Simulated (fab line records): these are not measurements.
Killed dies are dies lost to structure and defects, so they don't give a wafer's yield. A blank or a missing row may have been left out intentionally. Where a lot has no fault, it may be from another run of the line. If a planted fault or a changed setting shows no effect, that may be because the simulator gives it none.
A lot that was struck, set against a sound lot || flow nandHarc || 14 out of 1302 route steps
Sound: wafers L620.2, L620.4, L620.5. Wafers struck: L615.5, L615.6. Last of all comes the cause.
Each step with rows lists, per side, the tool, then ch with its chambers, then its first start. Under that, the readings that differ: sound wafers || struck wafers || difference of the means || sigmas: that difference in standard deviations of wafers without a fault.
alike: words and numbers the same on both sides, and readings whose means are apart by under 2 such deviations; not compared: readings that were withheld, readings missing a value for some wafer, numbers with overlapping values and no deviation given by the record, and bounds like >300 which may hide the same value.
Wherever a step has rows on one side only, a row that says differs or no value, or a row with sigmas, the two part there. Numbers that have no deviation but don't overlap get no sigmas and don't part them. Lack of a reading on every wafer of one side parts them only where that side has two or more wafers.

NHARC_P_M2_DEGAS_29: time 60 s.
  sound on pvdSputter-03, day 13 06:08; struck on pvdSputter-02, day 11 01:43
  alike: heaterPowerW
then, 1 step without rows for these wafers: NHARC_P_M2_PRE_CLEAN_30 (time 30 s).
NHARC_P_M2_PVD_20: deposits TaN, target thk 5 nm, time 8.06 s.
  sound on pvdSputter-03; struck on pvdSputter-02
{"reading": "throttleValvePct (%)", "sound": "28.5 29.4 28.4", "struck": "31.1 31.1", "difference": "+2.3", "sigmas": "+2"}
then, 2 steps without rows for these wafers: NHARC_P_M2_PVD_21 (deposits Cu, target thk 30 nm, time 20.49 s); NHARC_P_M2_ECD_22 (material Cu, target thk 400 nm).
NHARC_P_M2_ANNEAL_31: time 90 s.
  sound on rtpAnneal-01 ch 0, day 13 06:55; struck on rtpAnneal-02 ch 0, day 11 02:40
  alike: wafer_temp_C_max
NHARC_P_M2_CMP_23: polishes, t overpolish 20 s, target thk 144.3 nm.
  sound on cmp-02 ch 0,1,2, day 13 07:13; struck on cmp-01 ch 2,3, day 11 02:55
  alike: motorCurrentA, timeToEndpointS
NHARC_P_M2_THK_MEAS_24: measures by xrf.
  sound on filmMetro-01, day 13 07:32; struck on filmMetro-01, day 11 03:07
  alike: thkNm
then, 1 step without rows for these wafers: NHARC_P_M2_SRD_25.
NHARC_P_M2_INSPECT_27:
  sound on defectInspect-02, day 13 07:41; struck on defectInspect-01, day 11 03:16
  alike: rawDefectCount
then, 1 step without rows for these wafers: NHARC_P_M2_PRE_CLEAN_32 (time 12 s).
NHARC_P_M2_DEP_33: deposits SiCN, target thk 30 nm.
  sound on pecvd-03 ch 0,1, day 13 07:52; struck on pecvd-04 ch 1,2, day 11 03:43
{"reading": "rfFwdPowerW (W)", "sound": "450.9 446.2 447.2", "struck": "377.6 374.8", "difference": -71.9, "sigmas": -55}
  alike: heaterPowerW
NHARC_P_BONDPAD_DEP_00: deposits SiCN, target thk 250 nm.
  sound on pecvd-01 ch 1,2, day 13 08:22; struck on pecvd-03 ch 1,2, day 11 04:08
  alike: heaterPowerW, rfFwdPowerW
then, 1 step without rows for these wafers: NHARC_END_SORT_01.

## WHERE THEY PART
Last at NHARC_P_M2_DEP_33 as far as this record goes, first at NHARC_P_M2_PVD_20. Later steps at which nothing parts them and some readings are alike: NHARC_P_BONDPAD_DEP_00.

WHY: what the simulator had put in
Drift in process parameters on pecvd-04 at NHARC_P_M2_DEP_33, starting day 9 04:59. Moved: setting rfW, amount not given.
